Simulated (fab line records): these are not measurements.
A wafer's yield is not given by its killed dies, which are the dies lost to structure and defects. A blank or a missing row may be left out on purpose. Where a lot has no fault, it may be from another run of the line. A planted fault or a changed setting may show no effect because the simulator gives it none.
Struck lot and sound lot, side by side    flow n5-finfet    15 steps out of a route of 1938
Sound: the wafers L645.1, L645.2, L645.3. Wafers L654.3, L654.6 were the ones struck. At the end, the cause is stated.
Each step with rows lists, per side, the tool, then ch with its chambers, then its first start. Under that, the readings that differ: sound wafers    struck wafers    difference of the means    sigmas: that difference in standard deviations of wafers without a fault.
alike: readings with means less than 2 such deviations apart, plus words and numbers identical on both sides. not compared: withheld readings, readings lacking a value on some wafer, bounds such as >300 that could conceal the same value, and numbers that have no deviation in the record and whose values overlap.
The two part at a step that has a row with sigmas, a row that says differs or no value, or rows on one side only. Numbers that have no deviation but don't overlap get no sigmas and don't part them. Lack of a reading on every wafer of one side parts them only where that side has two or more wafers.

first, 8 steps without rows for these wafers: N5_BEOL_M10_COAT_63 (time 60 s, resist thk 100 nm); N5_BEOL_M10_COAT_64 (time 60 s, resist thk 30 nm); N5_BEOL_M10_COAT_22 (resist thk 90 nm); N5_BEOL_M10_EBR_24; N5_BEOL_M10_SOFTBAKE_23 (time 60 s); N5_BEOL_M10_EXPOSE_25 (exposes mask V9); N5_BEOL_M10_PEB_26 (peb time 60 s); N5_BEOL_M10_DEVELOP_27 (develop time 30 s).
N5_BEOL_M10_CD_MEAS_28 targets a cd of 70 nm.
  sound on cd-sem-02 ch 0, day 11 02:38; struck on cd-sem-02 ch 0, day 13 04:02
  alike: cd-nm
N5_BEOL_M10_OVL_MEAS_29:
  sound on overlay-02 ch 0, day 11 02:40; struck on overlay-01 ch 0, day 13 04:04
  alike: V9_OVL
N5_BEOL_M10_INSPECT_30: inspects for defects (brightfield).
  sound on defect-inspect-01, day 11 02:42; struck on defect-inspect-02, day 13 04:05
  alike: raw-defect-count
N5_BEOL_M10_DESCUM_33: chemistry O2, time 7.9 s.
  sound on rie-diel-01 ch 0,1,2, day 11 02:44; struck on rie-diel-04 ch 1,2, day 13 04:44
  alike: bias-power-w, drypump-motor-current-A, oes-product-au, rf-vpp-V, showerhead-plenum-p-Torr, throttle-valve-pct
  not compared: rf-hours-counter-h
N5_BEOL_M10_ETCH_65: etches SiARC in CF4, target depth 39 nm, time 65 s.
  sound on rie-diel-01 ch 0,1,2, day 11 02:46; struck on rie-diel-04 ch 1,2, day 13 04:46
reading                sound           struck     difference  sigmas
etch-rf-on-time-s (s)  63.8 64.2 64.6  40.4 41.0  -23.5       -24
oes-product-au (a.u.)  0.79 0.65 0.75  1.06 0.96  +0.28       +4
  alike: drypump-motor-current-A, rf-vpp-V, showerhead-plenum-p-Torr, throttle-valve-pct
  not compared: rf-hours-counter-h
N5_BEOL_M10_ETCH_66: etches SOC in N2/H2, target depth 120 nm, overetch 24 nm, time 180 s.
  sound on rie-diel-01 ch 0,1,2, day 11 02:49; struck on rie-diel-04 ch 1,2, day 13 04:49
  alike: drypump-motor-current-A, oes-product-au, rf-vpp-V, showerhead-plenum-p-Torr, throttle-valve-pct
  not compared: rf-hours-counter-h
-- here the record skips 2 days between the struck wafers' starts before and after, leaving off in module BEOL_M10 and picking up in module PASSIVATION (first step shown: number 1936 of the route) --
N5_PASSIVATION_PROBE_49:
  only the struck wafers here have rows in the record (prober-02, day 15 10:47); the sound ones have none

WHERE THEY PART
At N5_BEOL_M10_ETCH_65 first; at N5_PASSIVATION_PROBE_49 last (within this record only).

WHY: whatever the simulator had introduced
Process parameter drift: rie-diel-04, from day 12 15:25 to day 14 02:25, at N5_BEOL_M10_ETCH_65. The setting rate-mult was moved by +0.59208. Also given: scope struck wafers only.
